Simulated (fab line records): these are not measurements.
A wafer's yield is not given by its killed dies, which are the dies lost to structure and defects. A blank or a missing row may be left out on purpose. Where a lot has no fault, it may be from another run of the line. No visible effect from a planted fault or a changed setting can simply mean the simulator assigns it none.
Chamber matching | flow nand_harc | pecvd-03 running NHARC_P_M1_DEP_33: 3 sister chambers
The step deposits SiCN, target thk 30 nm. 6 wafers are shown with their chamber, then 9 later ones without.

## EACH WAFER AND ITS CHAMBER
wafer  | chamber | showerhead_vpp_V (V) | heater_power_w (W)
L078.5 | 0       | 1331                 | 623
L086.1 | 0       | 1272                 | 530
L086.2 | 1       | 1291                 | 570
L088.1 | 2       | 1335                 | 604
L088.3 | 1       | 1290                 | 596
L088.4 | 2       | 1347                 | 584

## WAFERS WITHOUT THEIR CHAMBER
wafer  | showerhead_vpp_V (V) | heater_power_w (W)
L090.1 | 1289                 | 507
L090.3 | 1289                 | 510
L090.5 | 1289                 | 516
L093.1 | 1349                 | 579
L093.5 | 1285                 | 544
L093.6 | 1335                 | 549
L096.1 | 1295                 | 592
L096.3 | 1293                 | 580
L096.6 | 1349                 | 557

## CHAMBER TAKEN BY EACH
wafer  | from the rows above          | in truth
L090.1 | can't be placed: 0 or 1 or 2 | 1
L090.3 | can't be placed: 0 or 1 or 2 | 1
L090.5 | can't be placed: 0 or 1 or 2 | 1
L093.1 | can't be placed: 2 or 0 or 1 | 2
L093.5 | can't be placed: 1 or 0 or 2 | 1
L093.6 | can't be placed: 2 or 0 or 1 | 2
L096.1 | can't be placed: 1 or 0 or 2 | 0
L096.3 | can't be placed: 1 or 0 or 2 | 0
L096.6 | can't be placed: 2 or 0 or 1 | 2
Correct placement for 0 of the 9. Unplaceable from these rows: 9, with the true chamber sitting among the candidates in 9. 0 placed wrongly.
How it was worked out, from the rows above alone: a wafer's distance from a chamber is the root of the sum, over the readings, of the square of ((its reading less the chamber's mean) divided by the reading's scatter). The wafer belongs to the nearest chamber; if the next one is less than 2 further off, it can't be placed. Each chamber's mean is taken over the wafers shown for it. The scatter: take each reading less its chamber's mean, square it, sum over the shown wafers, divide by the number of wafers less the number of chambers, and take the root.
